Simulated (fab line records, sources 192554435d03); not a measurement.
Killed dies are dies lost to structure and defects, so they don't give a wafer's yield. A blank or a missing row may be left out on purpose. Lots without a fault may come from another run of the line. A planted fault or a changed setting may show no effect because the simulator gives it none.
Split-lot experiment | flow n5_finfet | 7 lots, 21 wafers read, on a route of 1938 steps

THE SPLIT
At N5_BEOL_M1_TRENCH_ETCH_37 (etches SiOC in C4F6/O2, target depth 55.207 nm, time 29 s), the setting bias_w was moved away from the recipe's 185 W on 6 of the 21 wafers read, by +4.7% to +16.0%. The other wafers ran this setting at the recipe's value.

The reading is taken at the split's own step.

THE READING
rf_vpp_V, in V, at N5_BEOL_M1_TRENCH_ETCH_37 (etches SiOC in C4F6/O2, target depth 55.207 nm, time 29 s). Fault-free wafers of this fab line usually give 662 V, standard deviation 11 V.

wafer  | tool, chamber at the split | bias_w as run, W | against the recipe | rf_vpp_V, V | against lot-mates on the recipe
L074.1 | rie_diel-01, 0             | 185              | recipe             | 667         | -
L074.2 | rie_diel-01, 2             | 185              | recipe             | 652         | -
L074.3 | rie_diel-01, 1             | 185              | recipe             | 675         | -
L079.2 | rie_diel-04, 1             | 185              | recipe             | 663         | -
L079.3 | rie_diel-04, 3             | 185              | recipe             | 663         | -
L079.4 | rie_diel-04, 0             | 193.7            | +4.7%              | 689         | +26
L080.1 | rie_diel-04, 3             | 185              | recipe             | 664         | -
L080.2 | rie_diel-04, 2             | 185              | recipe             | 665         | -
L080.5 | rie_diel-04, 3             | 185              | recipe             | 662         | -
L082.1 | rie_diel-04, 1             | 200.6            | +8.4%              | 709         | +44
L082.3 | rie_diel-04, 2             | 200.6            | +8.4%              | 709         | +44
L082.4 | rie_diel-04, 0             | 185              | recipe             | 665         | -
L085.1 | rie_diel-02, 1             | 214.6            | +16.0%             | 740         | +85
L085.3 | rie_diel-02, 3             | 185              | recipe             | 654         | -
L085.4 | rie_diel-02, 3             | 185              | recipe             | 656         | -
L089.1 | rie_diel-01, 3             | 185              | recipe             | 647         | -
L089.3 | rie_diel-01, 0             | 198.6            | +7.4%              | 705         | +58
L089.5 | rie_diel-01, 1             | 198.6            | +7.4%              | 715         | +68
L091.1 | rie_diel-02, 0             | 185              | recipe             | 639         | -
L091.2 | rie_diel-02, 3             | 185              | recipe             | 657         | -
L091.5 | rie_diel-02, 0             | 185              | recipe             | 639         | -

THE FIT
A straight line over all 21 wafers: rf_vpp_V changes by +5.76 V for each +1% of bias_w; r = +0.94; the points scatter about the line by 9.8 V.
The same after taking each lot's own level away (the mean of its wafers on the recipe; 21 wafers): +5.88 V for each +1%; r = +0.95; scatter 8.8 V.
On that fit, the largest move of bias_w shifts the reading by 94 V.
The lots' own levels span 645.0 to 665.0 V, that is 1.8 times the standard deviation above.
So the lot-to-lot level changes the slope little: the two slopes agree.
Check: with one of the wafers moved furthest among these (+16.0%) left out of the fit, the line predicts +105 V for it against its lot-mates. It came out at +85 V against them.
Tool readings at the split's step, against how far the setting was moved: rf_vpp_V r = +0.94.

THE FILE'S OWN FIT
rf_vpp_V changes by +5.74 V for each +1% of bias_w, r = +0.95.
